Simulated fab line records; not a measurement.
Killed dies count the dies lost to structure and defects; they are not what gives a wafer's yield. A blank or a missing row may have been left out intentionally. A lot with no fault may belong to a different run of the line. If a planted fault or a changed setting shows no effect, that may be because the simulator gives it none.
Matching of chambers | flow n5Finfet | rieDiel-02 running N5_BEOL_M10_STRIP_67: 3 sister chambers
The step strips in CF4. 18 wafers are shown with their chamber, then 8 later ones without.

== EACH WAFER AND ITS CHAMBER ==
wafer  | chamber | showerheadPlenumPTorr (Torr) | oesProductAu (a.u.) | throttleValvePct (%)
L075.4 | 1       | 1.80                         | 0.80                | 13.76
L075.5 | 1       | 1.80                         | 0.80                | 13.76
L075.6 | 0       | 1.84                         | 0.68                | 14.08
L082.2 | 1       | 1.79                         | 0.78                | 13.79
L082.4 | 3       | 1.84                         | 0.71                | 13.69
L082.5 | 0       | 1.84                         | 0.97                | 13.54
L081.3 | 3       | 1.84                         | 0.72                | 13.69
L081.5 | 0       | 1.84                         | 0.96                | 13.55
L081.6 | 3       | 1.84                         | 0.72                | 13.69
L087.2 | 1       | 1.79                         | 0.78                | 13.84
L087.4 | 3       | 1.84                         | 0.70                | 13.69
L087.5 | 3       | 1.84                         | 0.70                | 13.71
L090.2 | 1       | 1.79                         | 0.77                | 13.84
L090.3 | 3       | 1.84                         | 0.70                | 13.69
L090.4 | 0       | 1.83                         | 0.90                | 13.59
L092.2 | 1       | 1.79                         | 0.77                | 13.85
L092.5 | 0       | 1.83                         | 0.91                | 13.60
L092.6 | 1       | 1.79                         | 0.77                | 13.84

SIGNATURES (averages over the wafers above)
reading               | chamber 0 | chamber 1 | chamber 3 | scatter within a chamber
showerheadPlenumPTorr | 1.8360    | 1.7929    | 1.8400    | 0.00419
oesProductAu          | 0.8840    | 0.7814    | 0.7083    | 0.0618
throttleValvePct      | 13.6720   | 13.8114   | 13.6933   | 0.121
Rule: for each reading, subtract the chamber's mean from the wafer's reading, divide by that reading's scatter and square the result; add these up over the readings and take the root, which gives the wafer's distance from the chamber. The wafer belongs to the nearest chamber; if the next one is less than 2 further off, it can't be placed. The scatter is the square root of a quotient: the sum, over the shown wafers, of each reading's squared deviation from its chamber's mean, divided by wafers minus chambers.

== WAFERS WITH NO CHAMBER GIVEN ==
wafer  | showerheadPlenumPTorr (Torr) | oesProductAu (a.u.) | throttleValvePct (%)
L095.2 | 1.83                         | 0.70                | 13.73
L095.3 | 1.83                         | 0.88                | 13.60
L095.6 | 1.78                         | 0.76                | 13.87
L097.1 | 1.78                         | 0.75                | 13.88
L097.3 | 1.83                         | 0.69                | 13.75
L097.6 | 1.83                         | 0.87                | 13.61
L096.4 | 1.83                         | 0.70                | 13.74
L096.6 | 1.78                         | 0.76                | 13.90

== THE CHAMBER EACH PASSED THROUGH ==
wafer  | from the rows above     | in truth
L095.2 | can't be placed: 3 or 0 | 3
L095.3 | 0                       | 0
L095.6 | 1                       | 1
L097.1 | 1                       | 1
L097.3 | can't be placed: 3 or 0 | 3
L097.6 | 0                       | 0
L096.4 | can't be placed: 3 or 0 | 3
L096.6 | 1                       | 1
Placed correctly: 5 of 8. From these rows, 3 cannot be placed; in 3 the true chamber is one of the candidates. 0 placed wrongly.
